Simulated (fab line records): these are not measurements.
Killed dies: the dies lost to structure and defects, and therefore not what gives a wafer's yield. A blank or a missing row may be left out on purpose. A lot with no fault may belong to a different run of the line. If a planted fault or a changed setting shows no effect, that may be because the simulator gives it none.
Matching of chambers || flow nand_harc || NHARC_A_CHANNEL_HOLE_D1_DEP_01 on pecvd-01 has 3 sister chambers
The step deposits SiON, target thk 140 nm. 3 wafers are shown with their chamber, then 9 later ones without.

## WAFERS PAIRED WITH THEIR CHAMBERS
{"wafer": "L091.1", "chamber": 1, "heater_power_w (W)": 842}
{"wafer": "L093.1", "chamber": 0, "heater_power_w (W)": 935}
{"wafer": "L093.4", "chamber": 2, "heater_power_w (W)": 867}

## WAFERS MISSING THEIR CHAMBER
{"wafer": "L095.4", "heater_power_w (W)": 828}
{"wafer": "L095.5", "heater_power_w (W)": 872}
{"wafer": "L095.6", "heater_power_w (W)": 903}
{"wafer": "L096.2", "heater_power_w (W)": 882}
{"wafer": "L096.3", "heater_power_w (W)": 845}
{"wafer": "L096.6", "heater_power_w (W)": 880}
{"wafer": "L097.2", "heater_power_w (W)": 730}
{"wafer": "L097.3", "heater_power_w (W)": 873}
{"wafer": "L097.5", "heater_power_w (W)": 874}

## CHAMBER TAKEN BY EACH
{"wafer": "L095.4", "from the rows above": "can't be placed: 1 or 2", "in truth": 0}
{"wafer": "L095.5", "from the rows above": "can't be placed: 2 or 1 or 0", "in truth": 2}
{"wafer": "L095.6", "from the rows above": "can't be placed: 0 or 2 or 1", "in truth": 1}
{"wafer": "L096.2", "from the rows above": "can't be placed: 2 or 1 or 0", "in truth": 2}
{"wafer": "L096.3", "from the rows above": "can't be placed: 1 or 2", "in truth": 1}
{"wafer": "L096.6", "from the rows above": "can't be placed: 2 or 1 or 0", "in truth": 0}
{"wafer": "L097.2", "from the rows above": "can't be placed: 1 or 2", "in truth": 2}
{"wafer": "L097.3", "from the rows above": "can't be placed: 2 or 1 or 0", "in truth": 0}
{"wafer": "L097.5", "from the rows above": "can't be placed: 2 or 1 or 0", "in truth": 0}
Correctly placed: 0 of 9. Cannot be placed on the basis of these rows: 9; the candidates contain the true chamber in 8. 0 placed wrongly.
How it was worked out, from the rows above alone: a wafer's distance from a chamber is the root of the sum, over the readings, of the square of ((its reading less the chamber's mean) divided by the reading's scatter). The wafer belongs to the nearest chamber; if the next one is less than 2 further off, it can't be placed. Each chamber's mean is taken over the wafers shown for it. The scatter: with one shown wafer a chamber, the root of the mean of the squares of how far each hidden wafer lies from its nearest shown one.
